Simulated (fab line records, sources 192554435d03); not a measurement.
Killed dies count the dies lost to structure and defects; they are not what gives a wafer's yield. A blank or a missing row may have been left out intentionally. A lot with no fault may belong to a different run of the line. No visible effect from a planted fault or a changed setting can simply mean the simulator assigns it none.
Problem report, 8D (eight disciplines) form, completed by code ; flow n5-finfet ; the parts of the form that need people (team, actions taken, sign-off) are left out

== 1. WHAT WENT WRONG ==
N5_PASSIVATION_PROBE_49, killed-at-other: mean 572 on 2 wafers (1 lot); fault-free wafers 3, standard deviation 3.2. That is +99 or more standard deviations from the usual mean.
The first sign was on wafer L774.2 at day 18 01:40, on prober-02. The record holds 3 wafers of 1 lot with a number at this step. Rule for "out", or "out of limits": more than 4 standard deviations from the usual mean. The rest of the wafers with a number are treated as sound.

== 2. WHAT THIS IS AND IS NOT ==
question;is;is not
which readings at this step;killed-at-other, defect-limited-yield, killed-dies, killed-on-rim, sort_bin_5_function, sort-n-pass, sort-yield-pct;killed_at_M0_to_M3, killed_at_M4_up, killed-at-contacts, killed-at-front-end, killed-open, killed-short
which lots;L774;-
which wafers of those lots;L774.2, L774.5;L774.3
read on which tools;prober-02;-
when;from day 18 01:40;"up to then (0 sound wafers); but 1 sound wafer of L774 came after"

== 3. WHAT RULES OUT EACH SUSPECT ==
Counting: a tool at a process step up to the reading stays a suspect if it ran every lot that is out. Sound lots after the first of them don't rule it out here, since some wafers of a struck lot are sound.
- rie-diel-02 at N5_PASSIVATION_ETCH_15 (etches SiCN in CF4/N2, target depth 75 nm, time 81.2 s): kept. It ran the lot that is out, L774 (day 17 19:10).
- pecvd-01 at N5_PASSIVATION_PECVD_35 (deposits SiNx from SiH4/NH3/N2, target thk 700 nm, time 151.3 s): kept. It ran the lot that is out, L774 (day 17 21:37).
- prober-02 at N5_PASSIVATION_PROBE_49: kept. It ran the lot that is out, L774 (day 18 01:40). Its own defect-limited-yield, killed-at-other, killed-dies, killed-on-rim, sort_bin_5_function, sort-n-pass, sort-yield-pct readings are out on those wafers.
- Within pecvd-01 at N5_PASSIVATION_PECVD_35: the wafers that are out ran in chamber 2; their sound lot-mates ran in chamber 0.
Still standing after the count: rie-diel-02 at N5_PASSIVATION_ETCH_15, pecvd-01 at N5_PASSIVATION_PECVD_35, prober-02 at N5_PASSIVATION_PROBE_49.

== 4. THE CAUSE (what the simulator had put in) ==
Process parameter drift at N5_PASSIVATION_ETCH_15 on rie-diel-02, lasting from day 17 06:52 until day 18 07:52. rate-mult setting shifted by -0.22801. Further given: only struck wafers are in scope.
Counting leaves 3 suspects; this tool is one of them.

== 5. SEQUENCE OF EFFECTS, ordered by route ==
Rows list readings where the struck wafers' mean (over those with a number) sits beyond 3 standard deviations from the usual. Only readings for which the record gives a usual standard deviation are gone through. hours: the time from each lot's start at the first step in this table that gives one to its start at this step, as a median over the lots. sigmas: the change in usual standard deviations.
hours;step;reading;usual;on struck wafers;change;sigmas
0;N5_PASSIVATION_PROBE_49;defect-limited-yield;91.0 %;40.0;-51.0;-34
0;N5_PASSIVATION_PROBE_49;killed-at-other;3;572;+570;+99 or more
0;N5_PASSIVATION_PROBE_49;killed-dies;106;707;+601;+33
0;N5_PASSIVATION_PROBE_49;killed-on-rim;14;105;+91;+22
0;N5_PASSIVATION_PROBE_49;sort_bin_5_function;5.2 %;54.8;+49.5;+52
0;N5_PASSIVATION_PROBE_49;sort-n-pass;1074;473;-601;-33
0;N5_PASSIVATION_PROBE_49;sort-yield-pct;91.0 %;40.0;-51.0;-34
It contains these process steps:
- N5_PASSIVATION_PROBE_49
At these later measuring or inspecting steps, every struck wafer for which the step has a row has a number for every such reading, and none has moved that far: N5_PASSIVATION_INSPECT_57.

== 6. HOW IT WOULD HAVE BEEN CAUGHT EARLIER ==
The fault began at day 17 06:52; the first out-of-limits reading in this record came at day 18 01:40, 19 hours later.
Of the tool readings at N5_PASSIVATION_ETCH_15 for which the record gives a usual standard deviation, none was out on any struck wafer, so an alarm limit of 4 standard deviations on them would not have fired.
Each of the lots that are out, 1 in all, had begun N5_PASSIVATION_ETCH_15 on rie-diel-02 no later than day 18 01:40. A hold on the tool at that time would have spared none of them.
